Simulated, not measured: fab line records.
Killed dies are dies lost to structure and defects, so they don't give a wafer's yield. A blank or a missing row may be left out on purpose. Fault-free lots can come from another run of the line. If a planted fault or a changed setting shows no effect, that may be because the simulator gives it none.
Which tool is to blame?    flow nand harc    24 lots with 72 wafers sampled at 3 steps, on a route of 1302 steps

## WHAT EACH GAUGE READ, for each wafer
NHARC_A_CHANNEL_HOLE_D2_OVL_MEAS_11.
lot   measured      on          overlay x nm (nm)  overlay y nm (nm)
L074  day 13 02:07  overlay-02  -0.5 -0.3 0.0      -0.1 -0.1 0.1
L076  day 13 17:03  overlay-02  -2.2 -2.2 -2.3     -1.1 -0.9 -1.4
L075  day 13 17:57  overlay-01  -0.4 -1.2 -0.7     0.9 0.9 0.2
L077  day 14 06:34  overlay-02  -0.5 -0.7 -0.7     -0.9 -1.3 -1.8
L078  day 14 18:57  overlay-01  -0.2 -0.4 -0.9     0.2 0.0 -0.2
L079  day 15 06:44  overlay-01  -0.4 0.1 -0.6      -1.0 -1.2 -1.2
L080  day 15 15:20  overlay-01  1.4 1.3 1.5        -0.3 -0.7 -0.1
L082  day 16 03:01  overlay-01  0.0 0.4 1.0        0.4 1.1 0.5
L081  day 16 03:10  overlay-01  -2.4 -2.3 -2.1     0.0 0.5 -0.4
L084  day 17 05:59  overlay-02  -1.3 -0.8 -1.2     -0.6 -0.3 0.0
L085  day 17 06:12  overlay-02  -0.7 -0.6 -0.3     1.6 1.1 1.4
L083  day 17 06:45  overlay-01  1.2 1.2 1.6        0.6 0.6 0.9
L087  day 18 10:01  overlay-01  -0.1 -0.5 -0.1     0.2 0.5 0.4
L086  day 18 10:19  overlay-02  0.9 1.7 1.1        0.2 -0.5 0.7
L088  day 19 01:56  overlay-02  -0.7 -0.6 -0.8     -0.6 -0.2 -0.2
L089  day 19 03:41  overlay-02  0.7 0.5 0.0        -0.2 -0.9 -0.8
L090  day 19 20:19  overlay-01  0.0 -0.1 0.4       0.1 0.1 0.6
L091  day 20 05:32  overlay-02  0.8 0.9 0.8        1.0 0.0 0.5
L093  day 20 21:17  overlay-01  -0.5 -0.1 -0.6     -0.7 -0.3 -0.5
L092  day 20 21:44  overlay-01  1.3 1.1 0.8        -1.6 -0.9 -1.0
L094  day 21 19:33  overlay-02  -1.6 -1.9 -1.6     3.0 1.7 2.4
L096  day 22 08:20  overlay-01  1.2 1.1 0.8        0.7 0.1 0.7
L095  day 22 09:03  overlay-01  1.1 1.6 1.8        -1.2 -0.9 -1.2
L097  day 22 15:51  overlay-01  -0.4 -1.4 -0.6     -0.3 0.0 0.0

NHARC_A_CHANNEL_HOLE_D2_CD_MEAS_31.
lot   measured      on         cd nm (nm)
L074  day 13 09:05  cd sem-01  88.9 88.9 89.0
L076  day 13 23:51  cd sem-02  89.2 89.1 90.0
L075  day 14 00:44  cd sem-03  91.4 91.5 90.4
L077  day 14 14:55  cd sem-02  88.9 90.0 89.5
L078  day 15 02:54  cd sem-03  89.7 89.7 90.7
L079  day 15 13:32  cd sem-02  90.6 89.6 90.5
L080  day 15 22:08  cd sem-03  90.6 88.8 90.1
L082  day 16 09:50  cd sem-03  90.9 89.4 90.2
L081  day 16 13:29  cd sem-02  90.0 89.3 90.4
L084  day 17 15:39  cd sem-01  91.1 90.9 90.4
L085  day 17 17:10  cd sem-03  88.5 90.8 90.3
L083  day 17 19:41  cd sem-01  90.3 90.6 90.9
L087  day 18 20:20  cd sem-01  90.2 89.9 90.5
L086  day 18 22:12  cd sem-03  90.5 91.0 90.0
L088  day 19 10:25  cd sem-01  90.4 91.0 91.2
L089  day 19 10:46  cd sem-03  90.7 90.5 89.5
L090  day 20 03:08  cd sem-03  89.5 89.9 90.2
L091  day 20 14:12  cd sem-02  90.5 90.7 89.5
L093  day 21 05:35  cd sem-02  88.0 89.5 89.7
L092  day 21 06:01  cd sem-01  91.4 90.6 90.9
L094  day 22 02:20  cd sem-01  91.3 89.9 91.2
L096  day 22 15:29  cd sem-02  89.2 87.9 90.0
L095  day 22 16:04  cd sem-01  89.8 90.3 89.9
L097  day 22 22:51  cd sem-02  90.2 90.6 90.0

## TOOL THAT RAN EACH LOT (tool first, then ch and the chambers of the sampled wafers, then the start)
lot   NHARC_A_CHANNEL_HOLE_D2_ETCH_26
L074  har etch-01 ch 0,1, day 13 07:20
L076  har etch-01 ch 0,1, day 13 22:12
L075  har etch-02 ch 0,1, day 13 23:01
L077  har etch-02 ch 0,1, day 14 11:38
L078  har etch-01 ch 0,1, day 15 01:10
L079  har etch-01 ch 0,1, day 15 11:51
L080  har etch-01 ch 0,1, day 15 20:24
L082  har etch-01 ch 0,1, day 16 08:07
L081  har etch-02 ch 0,1, day 16 11:44
L084  har etch-02 ch 0,1, day 17 15:39 or earlier
L085  har etch-01 ch 0,1, day 17 15:28
L083  har etch-02 ch 0, day 17 17:59
L087  har etch-02 ch 0,1, day 18 18:38
L086  har etch-01 ch 0, day 18 20:29
L088  har etch-02 ch 0,1, day 19 08:43
L089  har etch-01 ch 0,1, day 19 09:02
L090  har etch-02 ch 1, day 20 01:23
L091  har etch-01 ch 0,1, day 20 12:26
L093  har etch-02 ch 0,1, day 21 03:50
L092  har etch-01 ch 0,1, day 21 04:19
L094  har etch-02 ch 0,1, day 22 00:39
L096  har etch-01 ch 0,1, day 22 13:38
L095  har etch-02 ch 1, day 22 14:21
L097  har etch-01 ch 0, day 22 21:07
- NHARC_A_CHANNEL_HOLE_D2_ETCH_26: etches the open film in C4F8/O2/Ar, time 224.1 s, target depth 300 nm.

## AS READ BY THE TOOLS THEMSELVES (means over the sampled wafers that have a number; for cases with no such wafer, the mark the record gives instead)
NHARC_A_CHANNEL_HOLE_D2_ETCH_26.
lot   tool         bias v (V)  drypump motor current A (A)  showerhead plenum p Torr (Torr)  throttle valve pct (%)
L074  har etch-01  299.4       5.9                          3.73                             24.592
L076  har etch-01  298.3       5.9                          3.72                             24.592
L075  har etch-02  301.4       6.0                          3.68                             24.580
L077  har etch-02  300.0       6.0                          3.68                             24.586
L078  har etch-01  300.7       5.7                          3.68                             24.576
L079  har etch-01  301.1       5.9                          3.71                             24.579
L080  har etch-01  300.7       5.7                          3.68                             24.590
L082  har etch-01  299.4       5.7                          3.68                             24.573
L081  har etch-02  301.8       5.8                          3.56                             24.582
L084  har etch-02  302.4       5.8                          3.91                             24.578
L085  har etch-01  300.8       5.9                          3.69                             24.588
L083  har etch-02  297.1       6.2                          3.75                             24.580
L087  har etch-02  299.8       5.9                          3.90                             24.593
L086  har etch-01  298.1       6.0                          3.71                             24.580
L088  har etch-02  297.0       5.8                          3.89                             24.581
L089  har etch-01  298.5       5.6                          3.65                             24.582
L090  har etch-02  301.4       5.7                          3.96                             24.575
L091  har etch-01  302.3       5.7                          3.64                             24.589
L093  har etch-02  301.6       6.0                          3.79                             24.583
L092  har etch-01  299.6       5.8                          3.66                             24.590
L094  har etch-02  301.2       5.9                          3.87                             24.589
L096  har etch-01  299.8       5.9                          3.66                             24.588
L095  har etch-02  297.7       5.6                          3.94                             24.592
L097  har etch-01  297.2       6.0                          3.67                             24.586

## THE ANSWER, worked out from the rows above alone
Rule: usual is defined by the lots themselves. The widest of any qualifying gaps counts: lots, ordered by their means at a reading, are off when they make up no more than a third of the lots, leave a main group of 4 or more, and stand apart from it by 3 or more times the standard deviation of that group's means. A main group whose means are all the same, to the digits that the tables above print for the reading, isn't used. A lot without any number at a reading at which 4 lots or more have one is off too. Where the step has rows for the other lots, those lots are counted as sound. The gauges are gone through in route order, then the tools' own readings, and for those a lot's mean is taken as printed above. The first step at which some lot is off is used, and at that step the reading that is off furthest; a lot without a number counts as furthest.
No lot is off at any reading shown: from this, nothing can be told.

## WHAT THE SIMULATOR HAD INSERTED
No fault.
